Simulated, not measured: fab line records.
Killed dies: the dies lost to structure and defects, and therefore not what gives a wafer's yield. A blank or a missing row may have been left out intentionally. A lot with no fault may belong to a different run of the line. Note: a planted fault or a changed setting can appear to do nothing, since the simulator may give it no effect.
Split-lot trial    flow n5Finfet    route with 1938 steps; 7 lots, 21 wafers read

## THE SPLIT
At N5_DUMMY_GATE_ETCH_31 (etches SiO2 in C4F6/O2, target depth 82.5 nm, time 27.5 s), the setting targetDepthA was moved away from the recipe's 825 angstrom on 6 of the 21 wafers read, by -9.7% to +9.7%. For the rest of the wafers, this setting stayed at what the recipe calls for.

Reading taken at the split's own step.

## THE READING
SOC_of_DUMMY_GATE_COAT_34.thkNm (the simulator's own value, which no gauge read), in nm, at N5_DUMMY_GATE_ETCH_31 (etches SiO2 in C4F6/O2, target depth 82.5 nm, time 27.5 s). There is no usual value for it anywhere in the file. Across the 15 wafers here that went through the recipe, the average is 51.8 nm and the standard deviation 0.2 nm.

wafer   tool, chamber at the split  targetDepthA as run, angstrom  against the recipe  SOC_of_DUMMY_GATE_COAT_34.thkNm, nm  against lot-mates on the recipe
L075.2  rieDiel-02, 0               745.3                          -9.7%               53                                   +1.0
L075.4  rieDiel-02, 3               745.3                          -9.7%               52.8                                 +0.8
L075.6  rieDiel-02, 1               825                            recipe              52                                   -
L076.3  rieDiel-02, 1               825                            recipe              52.2                                 -
L076.4  rieDiel-02, 3               880.1                          +6.7%               51.4                                 -0.8
L076.6  rieDiel-02, 0               880.1                          +6.7%               51.6                                 -0.6
L078.2  rieDiel-06, 2               825                            recipe              51.4                                 -
L078.4  rieDiel-06, 1               825                            recipe              51.6                                 -
L078.6  rieDiel-06, 2               825                            recipe              51.6                                 -
L080.3  rieDiel-04, 1               825                            recipe              52                                   -
L080.4  rieDiel-04, 3               825                            recipe              52                                   -
L080.6  rieDiel-04, 3               825                            recipe              51.8                                 -
L088.2  rieDiel-06, 0               905.1                          +9.7%               50.8                                 -0.9
L088.5  rieDiel-06, 0               825                            recipe              51.6                                 -
L088.6  rieDiel-06, 3               825                            recipe              51.8                                 -
L090.2  rieDiel-04, 1               825                            recipe              51.8                                 -
L090.3  rieDiel-04, 2               825                            recipe              51.8                                 -
L090.6  rieDiel-04, 3               825                            recipe              51.6                                 -
L091.2  rieDiel-06, 2               825                            recipe              51.8                                 -
L091.3  rieDiel-06, 0               760.9                          -7.8%               52.4                                 +0.7
L091.5  rieDiel-06, 3               825                            recipe              51.6                                 -

THE FIT
A straight line over all 21 wafers: SOC_of_DUMMY_GATE_COAT_34.thkNm changes by -0.0919 nm for each +1% of targetDepthA; r = -0.89; the points scatter about the line by 0.23 nm.
The same after taking each lot's own level away (the mean of its wafers on the recipe; 21 wafers): -0.0951 nm for each +1%; r = -0.98; scatter 0.094 nm.
According to that fit, moving targetDepthA by its largest amount changes the reading by 0.92 nm.
The span of the lots' own levels, 51.53 to 52.20 nm, comes to 3.3 times the standard deviation stated above.
Consequently the slope shifts little with the lot-to-lot level, the two slopes agreeing.
Check: for one of the wafers moved furthest among these (+9.7%), held out of the fit, the line's prediction against its lot-mates is -0.945 nm. It came out at -0.9 nm against them.

## THESE WAFERS: OTHER SPLITS
Note: prior to the reading, these wafers also went through further splits. Each is held against what the fit with the lots' levels taken away leaves over:
other split on the same wafers                   wafers away from the commonest value  r with SOC_of_DUMMY_GATE_COAT_34.thkNm (lot level and that fit taken away)
N5_ZERO_LAYER_COAT_05 spinRpm                    12                                    -0.20
N5_ZERO_LAYER_EXPOSE_08 doseMj                   5                                     -0.14
N5_PMOS_HMC_CHANNEL_EPI_PEB_07 pebTimeS          7                                     -0.10
N5_PMOS_HMC_CHANNEL_EPI_DEVELOP_08 developTimeS  9                                     -0.18
N5_FIN_SAQP_MANDREL_ETCH_22 icpW                 6                                     +0.12
N5_FIN_SAQP_SPACER1_ALD_24 aldCycles             4                                     +0.07
N5_DUMMY_GATE_DESCUM_20 timeS                    6                                     -0.11

## THE WHOLE CHAIN: every reading that the file lists as answering this split, in the file's order
step                   what it does                                               reading                                                                           change (the file's fit)                 r (the file's)
N5_DUMMY_GATE_ETCH_31  etches SiO2 in C4F6/O2, target depth 82.5 nm, time 27.5 s  etch.depthNm (the simulator's own value, which no gauge read)                     +0.807 nm for each +1% of the setting   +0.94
N5_DUMMY_GATE_ETCH_31  etches SiO2 in C4F6/O2, target depth 82.5 nm, time 27.5 s  SOC_of_DUMMY_GATE_COAT_34.thkNm (the simulator's own value, which no gauge read)  -0.0942 nm for each +1% of the setting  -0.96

## FILE'S OWN FIT
SOC_of_DUMMY_GATE_COAT_34.thkNm changes by -0.0942 nm for each +1% of targetDepthA, r = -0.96.
